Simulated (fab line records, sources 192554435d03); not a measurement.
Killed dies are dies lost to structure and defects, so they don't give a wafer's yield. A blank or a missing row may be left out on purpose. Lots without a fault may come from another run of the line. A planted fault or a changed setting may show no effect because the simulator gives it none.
Chamber matching | flow n5_finfet | N5_BEOL_M11_STRIP_19 on rie_diel-06: 4 sister chambers
The step strips in O2. 8 wafers are shown with their chamber, then 7 later ones without.

WAFERS WITH THEIR CHAMBER
wafer  | chamber | drypump_motor_current_A (A) | throttle_valve_pct (%)
L074.5 | 1       | 6.48                        | 16.33
L078.2 | 2       | 6.01                        | 16.86
L078.6 | 0       | 5.77                        | 16.91
L081.2 | 2       | 6.03                        | 16.91
L081.4 | 3       | 5.78                        | 17.10
L081.6 | 3       | 5.76                        | 17.12
L087.1 | 0       | 5.80                        | 16.95
L087.4 | 1       | 6.52                        | 16.36

WAFERS WITHOUT THEIR CHAMBER
wafer  | drypump_motor_current_A (A) | throttle_valve_pct (%)
L087.6 | 5.77                        | 17.12
L090.2 | 6.47                        | 16.39
L090.5 | 6.03                        | 16.90
L090.6 | 6.48                        | 16.38
L092.2 | 5.80                        | 16.98
L092.3 | 6.05                        | 16.92
L092.5 | 6.04                        | 16.94

WHICH CHAMBER EACH WENT THROUGH
wafer  | from the rows above | in truth
L087.6 | 3                   | 3
L090.2 | 1                   | 1
L090.5 | 2                   | 2
L090.6 | 1                   | 1
L092.2 | 0                   | 0
L092.3 | 2                   | 2
L092.5 | 2                   | 2
Placed correctly: 7 of 7. Can't be placed from these rows: 0. Placed wrongly: 0.
How it was worked out, from the rows above alone: a wafer's distance from a chamber is the root of the sum, over the readings, of the square of ((its reading less the chamber's mean) divided by the reading's scatter). The wafer belongs to the nearest chamber; if the next one is less than 2 further off, it can't be placed. A chamber's mean is the mean of its shown wafers. The scatter: the root of (the sum of the squares of (reading less its chamber's mean) over the shown wafers, divided by (wafers less chambers)).
